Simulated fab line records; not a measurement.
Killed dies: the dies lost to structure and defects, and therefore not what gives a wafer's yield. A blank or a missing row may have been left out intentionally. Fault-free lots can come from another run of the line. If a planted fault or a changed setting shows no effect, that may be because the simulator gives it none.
Chamber matching	flow nand_harc	3 sister chambers for NHARC_P_M0_PRE_CLEAN_31 on pecvd-04
The step time 12 s. 14 wafers are shown with their chamber, then 7 later ones without.

WAFERS, EACH WITH ITS CHAMBER
wafer	chamber	heater_power_w (W)
L615.2	1	647
L615.4	0	559
L615.5	1	648
L616.1	2	710
L616.4	0	590
L616.5	1	682
L619.1	1	718
L619.5	2	759
L619.6	0	656
L623.2	1	617
L623.5	0	661
L623.6	2	782
L624.1	0	669
L624.4	2	698

SIGNATURES, as means of the wafers listed above
reading	chamber 0	chamber 1	chamber 2	scatter within a chamber
heater_power_w	627.00	662.40	737.25	43.2
Rule: a wafer lies at a distance from a chamber equal to the root of the sum of squares, over the readings, of (its reading less the chamber's mean, divided by the reading's scatter). If the next closest chamber is less than 2 further off than the closest, the wafer can't be placed; otherwise it belongs to the closest. The scatter is the square root of a quotient: the sum, over the shown wafers, of each reading's squared deviation from its chamber's mean, divided by wafers minus chambers.

WAFERS WHOSE CHAMBER IS MISSING
wafer	heater_power_w (W)
L624.6	739
L625.1	620
L625.3	643
L625.4	785
L637.2	739
L637.4	704
L637.6	654

CHAMBER TAKEN BY EACH
wafer	from the rows above	in truth
L624.6	can't be placed: 2 or 1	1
L625.1	can't be placed: 0 or 1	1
L625.3	can't be placed: 0 or 1 or 2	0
L625.4	can't be placed: 2 or 1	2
L637.2	can't be placed: 2 or 1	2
L637.4	can't be placed: 2 or 1 or 0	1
L637.6	can't be placed: 1 or 0 or 2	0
Correct placement for 0 of the 7. Cannot be placed on the basis of these rows: 7; the candidates contain the true chamber in 7. Wrongly placed: 0.
